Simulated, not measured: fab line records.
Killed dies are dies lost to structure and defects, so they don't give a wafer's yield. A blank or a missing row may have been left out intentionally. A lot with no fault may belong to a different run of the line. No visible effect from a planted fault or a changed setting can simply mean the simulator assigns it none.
Chamber matching :: flow n5Finfet :: N5_BEOL_M3_PRE_CLEAN_60 on cvdCo-02 has 3 sister chambers
The step time 15 s. 6 wafers are shown with their chamber, then 12 later ones without.

== EACH WAFER AND ITS CHAMBER ==
wafer: L083.1
chamber: 0
heaterPowerW (W): 84

wafer: L083.6
chamber: 0
heaterPowerW (W): 83

wafer: L085.5
chamber: 2
heaterPowerW (W): 100

wafer: L088.1
chamber: 1
heaterPowerW (W): 133

wafer: L088.4
chamber: 2
heaterPowerW (W): 98

wafer: L088.5
chamber: 1
heaterPowerW (W): 131

== WAFERS MISSING THEIR CHAMBER ==
wafer: L089.1
heaterPowerW (W): 132

wafer: L089.4
heaterPowerW (W): 84

wafer: L089.6
heaterPowerW (W): 98

wafer: L093.3
heaterPowerW (W): 99

wafer: L093.5
heaterPowerW (W): 86

wafer: L093.6
heaterPowerW (W): 100

wafer: L095.2
heaterPowerW (W): 133

wafer: L095.5
heaterPowerW (W): 135

wafer: L095.6
heaterPowerW (W): 100

wafer: L096.4
heaterPowerW (W): 99

wafer: L096.5
heaterPowerW (W): 130

wafer: L096.6
heaterPowerW (W): 87

== EACH ONE'S CHAMBER ==
wafer: L089.1
from the rows above: 1
in truth: 1

wafer: L089.4
from the rows above: 0
in truth: 0

wafer: L089.6
from the rows above: 2
in truth: 2

wafer: L093.3
from the rows above: 2
in truth: 2

wafer: L093.5
from the rows above: 0
in truth: 0

wafer: L093.6
from the rows above: 2
in truth: 2

wafer: L095.2
from the rows above: 1
in truth: 1

wafer: L095.5
from the rows above: 1
in truth: 1

wafer: L095.6
from the rows above: 2
in truth: 2

wafer: L096.4
from the rows above: 2
in truth: 2

wafer: L096.5
from the rows above: 1
in truth: 1

wafer: L096.6
from the rows above: 0
in truth: 0
Correctly placed: 12 of 12. From these rows, 0 cannot be placed. Wrongly placed: 0.
How it was worked out, from the rows above alone: a wafer's distance from a chamber is the root of the sum, over the readings, of the square of ((its reading less the chamber's mean) divided by the reading's scatter). If the next closest chamber is less than 2 further off than the closest, the wafer can't be placed; otherwise it belongs to the closest. For every chamber, the mean is computed from those of its wafers that are shown. How the scatter is found: for the shown wafers, subtract from each reading the mean of its chamber, square and add these, divide the total by (wafers less chambers), then take the root.
